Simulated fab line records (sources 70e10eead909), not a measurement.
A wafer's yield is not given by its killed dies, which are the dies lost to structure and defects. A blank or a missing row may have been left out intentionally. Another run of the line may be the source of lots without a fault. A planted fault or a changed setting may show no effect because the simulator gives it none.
Commonality check across tools / flow nand_harc / 13 lots, 39 wafers sampled

REASON IT WAS OPENED
On 2 of the 13 lots, a flag is raised at NHARC_P_GATE_CD_MEAS_26 on the reading cd_nm. Wafers without a fault read 119.7 nm, standard deviation 1.
Rule: a lot is flagged in two cases, either no wafer of it has a number, or all its wafers with numbers fall more than 4 standard deviations from that mean. The rest of the lots are taken to be sound.

lot=L558; measured=day 4 17:24; on=cd_sem-03; cd_nm (nm), wafer by wafer=120.8 121.6 120.6; flag=
lot=L559; measured=day 4 21:46; on=cd_sem-01; cd_nm (nm), wafer by wafer=117.3 119.8 117.5; flag=
lot=L560; measured=day 4 22:27; on=cd_sem-03; cd_nm (nm), wafer by wafer=119.0 118.1 118.4; flag=
lot=L562; measured=day 5 19:17; on=cd_sem-01; cd_nm (nm), wafer by wafer=120.2 120.7 120.8; flag=
lot=L564; measured=day 6 08:11; on=cd_sem-02; cd_nm (nm), wafer by wafer=117.7 119.0 117.3; flag=
lot=L566; measured=day 6 15:37; on=cd_sem-02; cd_nm (nm), wafer by wafer=120.5 119.0 120.3; flag=
lot=L567; measured=day 7 05:25; on=cd_sem-03; cd_nm (nm), wafer by wafer=121.4 120.7 121.0; flag=
lot=L568; measured=day 7 05:55; on=cd_sem-01; cd_nm (nm), wafer by wafer=118.5 118.9 118.5; flag=
lot=L571; measured=day 7 20:32; on=cd_sem-01; cd_nm (nm), wafer by wafer=120.1 119.6 120.1; flag=
lot=L572; measured=day 8 03:38; on=cd_sem-03; cd_nm (nm), wafer by wafer=118.7 119.9 120.2; flag=
lot=L574; measured=day 8 21:29; on=cd_sem-03; cd_nm (nm), wafer by wafer=120.1 119.4 118.9; flag=
lot=L580; measured=day 10 00:01; on=cd_sem-03; cd_nm (nm), wafer by wafer=129.4 131.2 132.0; flag=FLAGGED
lot=L581; measured=day 10 06:37; on=cd_sem-02; cd_nm (nm), wafer by wafer=131.8 131.7 131.7; flag=FLAGGED
Average over the flagged lots: 131.3 nm; offset from the usual +11.6 nm, equal to +12 standard deviations.

EACH LOT AND THE TOOL IT RAN ON
The record keeps 1 process step preceding the reading, out of 1159 steps on the route. Each cell gives the tool, then ch followed by the chambers the sampled wafers passed through, then the start.
lot=L558; flag=; NHARC_P_GATE_EXPOSE_23=arfi_scanner-01 ch 0, day 4 17:16
lot=L559; flag=; NHARC_P_GATE_EXPOSE_23=arfi_scanner-02 ch 0, day 4 21:38
lot=L560; flag=; NHARC_P_GATE_EXPOSE_23=arfi_scanner-01 ch 0, day 4 22:19
lot=L562; flag=; NHARC_P_GATE_EXPOSE_23=arfi_scanner-02 ch 0, day 5 19:09
lot=L564; flag=; NHARC_P_GATE_EXPOSE_23=arfi_scanner-02 ch 0, day 6 08:03
lot=L566; flag=; NHARC_P_GATE_EXPOSE_23=arfi_scanner-02 ch 0, day 6 15:29
lot=L567; flag=; NHARC_P_GATE_EXPOSE_23=arfi_scanner-03 ch 0, day 7 05:17
lot=L568; flag=; NHARC_P_GATE_EXPOSE_23=arfi_scanner-03 ch 0, day 7 05:47
lot=L571; flag=; NHARC_P_GATE_EXPOSE_23=arfi_scanner-01 ch 0, day 7 20:23
lot=L572; flag=; NHARC_P_GATE_EXPOSE_23=arfi_scanner-02 ch 0, day 8 03:29
lot=L574; flag=; NHARC_P_GATE_EXPOSE_23=arfi_scanner-01 ch 0, day 8 21:20
lot=L580; flag=FLAGGED; NHARC_P_GATE_EXPOSE_23=arfi_scanner-01 ch 0, day 9 23:53
lot=L581; flag=FLAGGED; NHARC_P_GATE_EXPOSE_23=arfi_scanner-01 ch 0, day 10 06:29
These steps, and what they do:
- NHARC_P_GATE_EXPOSE_23: exposes mask P GATE, target cd 120 nm.
- NHARC_P_GATE_CD_MEAS_26: target cd 120 nm.

FLAGGED OVER TOTAL, TOOL BY TOOL (the gauges that took the reading come last)
step=NHARC_P_GATE_EXPOSE_23; tool=arfi_scanner-01; lots run=6; flagged=2; share of the flagged lots=all; sound lots run after its first flagged lot=0
step=NHARC_P_GATE_EXPOSE_23; tool=arfi_scanner-02; lots run=5; flagged=0; share of the flagged lots=none; sound lots run after its first flagged lot=-
step=NHARC_P_GATE_EXPOSE_23; tool=arfi_scanner-03; lots run=2; flagged=0; share of the flagged lots=none; sound lots run after its first flagged lot=-
step=NHARC_P_GATE_CD_MEAS_26; tool=cd_sem-01; lots run=4; flagged=0; share of the flagged lots=none; sound lots run after its first flagged lot=-
step=NHARC_P_GATE_CD_MEAS_26; tool=cd_sem-02; lots run=3; flagged=1; share of the flagged lots=some; sound lots run after its first flagged lot=0
step=NHARC_P_GATE_CD_MEAS_26; tool=cd_sem-03; lots run=6; flagged=1; share of the flagged lots=some; sound lots run after its first flagged lot=0

THE TABLE: WHAT IT ALLOWS
All flagged lots share 1 row of the table, namely arfi_scanner-01 at NHARC_P_GATE_EXPOSE_23.
- arfi_scanner-01 at NHARC_P_GATE_EXPOSE_23: 2 of its 6 lots flagged. Its last sound lot is L574 (day 8 21:20), its first flagged lot L580 (day 9 23:53): a fault that began between those two fits. Its own readings (exposure_dose_mJ_cm2) fall more than 4 standard deviations out on all wafers of the flagged lots.
One tool is left: arfi_scanner-01 at NHARC_P_GATE_EXPOSE_23.

WHAT THE SIMULATOR HAD PUT IN
Process parameter drift: arfi_scanner-01, from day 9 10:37 on, at NHARC_P_GATE_EXPOSE_23. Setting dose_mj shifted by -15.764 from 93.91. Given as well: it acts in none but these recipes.
Struck lots among those shown: L580, L581. The rule above reached the same finding.
